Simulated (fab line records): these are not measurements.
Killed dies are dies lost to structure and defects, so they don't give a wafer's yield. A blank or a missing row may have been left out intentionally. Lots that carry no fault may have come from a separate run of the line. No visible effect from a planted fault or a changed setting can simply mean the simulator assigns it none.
Matching of chambers | flow n5-finfet | N5_DUMMY_GATE_CMP_04 on cmp-02 has 4 sister chambers
The step polishes a-Si. 4 wafers are shown with their chamber, then 6 later ones without.

WAFERS PAIRED WITH THEIR CHAMBERS
wafer  | chamber | motor-current-A (A)
L082.1 | 0       | 10.0
L083.1 | 3       | 11.2
L083.4 | 1       | 8.6
L087.1 | 2       | 8.9

WAFERS WITHOUT THEIR CHAMBER
wafer  | motor-current-A (A)
L087.3 | 9.8
L091.1 | 11.8
L091.2 | 8.6
L097.1 | 8.1
L097.2 | 10.5
L097.4 | 10.5

THE CHAMBER EACH PASSED THROUGH
wafer  | from the rows above     | in truth
L087.3 | can't be placed: 0 or 2 | 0
L091.1 | 3                       | 3
L091.2 | can't be placed: 1 or 2 | 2
L097.1 | can't be placed: 1 or 2 | 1
L097.2 | can't be placed: 0 or 3 | 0
L097.4 | can't be placed: 0 or 3 | 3
Correct placement for 1 of the 6. Can't be placed from these rows: 5 (the true chamber is among the candidates in 5). 0 placed wrongly.
How it was worked out, from the rows above alone: a wafer's distance from a chamber is the root of the sum, over the readings, of the square of ((its reading less the chamber's mean) divided by the reading's scatter). The wafer belongs to the nearest chamber; if the next one is less than 2 further off, it can't be placed. For every chamber, the mean is computed from those of its wafers that are shown. The scatter: with one shown wafer a chamber, the root of the mean of the squares of how far each hidden wafer lies from its nearest shown one.
